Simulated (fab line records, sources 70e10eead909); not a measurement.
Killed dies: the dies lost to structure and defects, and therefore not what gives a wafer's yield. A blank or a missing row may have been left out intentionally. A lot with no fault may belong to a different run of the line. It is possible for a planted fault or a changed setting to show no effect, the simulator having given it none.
Problem report in the 8D (eight disciplines) form, filled by code -- flow nandHarc -- the parts of the form that need people (team, actions taken, sign-off) are left out

== 1. WHAT IS WRONG ==
Mean of killedAtArray at NHARC_END_SORT_01: 653 across 6 wafers in 2 lots; on wafers with no fault it is 26 (standard deviation 9.1). That puts it +69 standard deviations away from the usual mean.
Earliest sighting: wafer L899.1 on prober-01 at day 21 01:45. Wafers with a number at this step in the record: 18, from 6 lots. Rule for "out" (also "out of limits"): further than 4 standard deviations from the usual mean. The rest of the wafers with a number are treated as sound.

== 2. WHAT IT IS, WHAT IT ISN'T ==
question,is,is not
which readings at this step,"killedAtArray, killedDies","killedAtOther, killedAtPeriphery, killedShort"
which lots,"L899, L904","L893, L903, L913, L914"
which wafers of those lots,all that have a number,-
read on which gauges,"prober-01, prober-02",-
when,from day 21 01:45,"up to then (3 sound wafers); but 9 sound wafers of L903, L913, L914 came after"

== 3. THE SUSPECTS, EACH WITH WHAT RULES IT OUT ==
Counting: a tool at any process step up to the reading remains a suspect when it ran all the lots that are out and ran no sound lot after the first of those.
- the gauge at NHARC_END_SORT_01: ruled out. 2 gauges (prober-01, prober-02) read the wafers that are out.
- rieDiel-02 at NHARC_A_STAIRCASE_DESCUM_186 (chemistry O2, time 3 s): kept. It ran every lot that is out, first L899 (day 13 01:37), and no sound lot after that.
- rieDiel-02 at NHARC_A_STAIRCASE_ETCH_188 (etches the open film in C4F8/O2, target depth 100 nm, time 40.5 s): kept. It ran every lot that is out, first L899 (day 13 01:52), and no sound lot after that. Out on those wafers are its own readings of oesProductAu.
- rieDiel-02 at NHARC_A_STAIRCASE_TRIM_193 (chemistry O2, time 211.2 s): kept. It ran every lot that is out, first L899 (day 21 01:45), and no sound lot after that. NHARC_A_STAIRCASE_TRIM_193: start missing for some lots; hours and lot order therefore follow NHARC_END_SORT_01.
- rieDiel-02 at NHARC_A_STAIRCASE_TRIM_198 (chemistry O2, time 211.2 s): ruled out as a lasting fault. Following L899 (day 21 01:45), the first lot on it that is out, the sound lots L903 were run on it. NHARC_A_STAIRCASE_TRIM_198: start missing for some lots; hours and lot order therefore follow NHARC_END_SORT_01.
The count leaves rieDiel-02 at NHARC_A_STAIRCASE_DESCUM_186, rieDiel-02 at NHARC_A_STAIRCASE_ETCH_188, and rieDiel-02 at NHARC_A_STAIRCASE_TRIM_193.

== 4. THE CAUSE (what the simulator had put in) ==
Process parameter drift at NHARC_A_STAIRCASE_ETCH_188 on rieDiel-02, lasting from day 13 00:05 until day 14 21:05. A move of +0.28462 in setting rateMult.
Counting leaves 3 suspects; this tool is one of them.

== 5. SEQUENCE OF EFFECTS, ordered by route ==
Each row: a reading where the mean over the struck wafers with a number is more than 3 standard deviations away from the usual. Only readings whose record carries a usual standard deviation are examined. hours: median over the lots of the time between each lot's start at the first step of this table that gives one and its start at this step. sigmas: the change, counted in usual standard deviations.
hours,step,reading,usual,on struck wafers,change,sigmas
0,NHARC_A_STAIRCASE_ETCH_188,oesProductAu,0.931 a.u.,1.125,+0.194,+14
201,NHARC_END_SORT_01,killedAtArray,26,653,+627,+69
201,NHARC_END_SORT_01,killedDies,30,657,+627,+68
Process steps it contains:
- NHARC_A_STAIRCASE_ETCH_188: etches the open film in C4F8/O2, target depth 100 nm, time 40.5 s.

== 6. HOW IT WOULD HAVE BEEN CAUGHT EARLIER ==
The first out-of-limits reading at a measuring or inspecting step in this record came at day 21 01:45, 194 hours after the fault's start at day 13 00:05.
The tool's own readings at NHARC_A_STAIRCASE_ETCH_188 were out on every struck wafer that the step has a row for (oesProductAu): an alarm limit on them would have fired on the first of those.
Each of the lots that are out, 2 in all, had begun NHARC_A_STAIRCASE_ETCH_188 on rieDiel-02 no later than day 21 01:45. Tool hold at that time: it would have spared none of them.
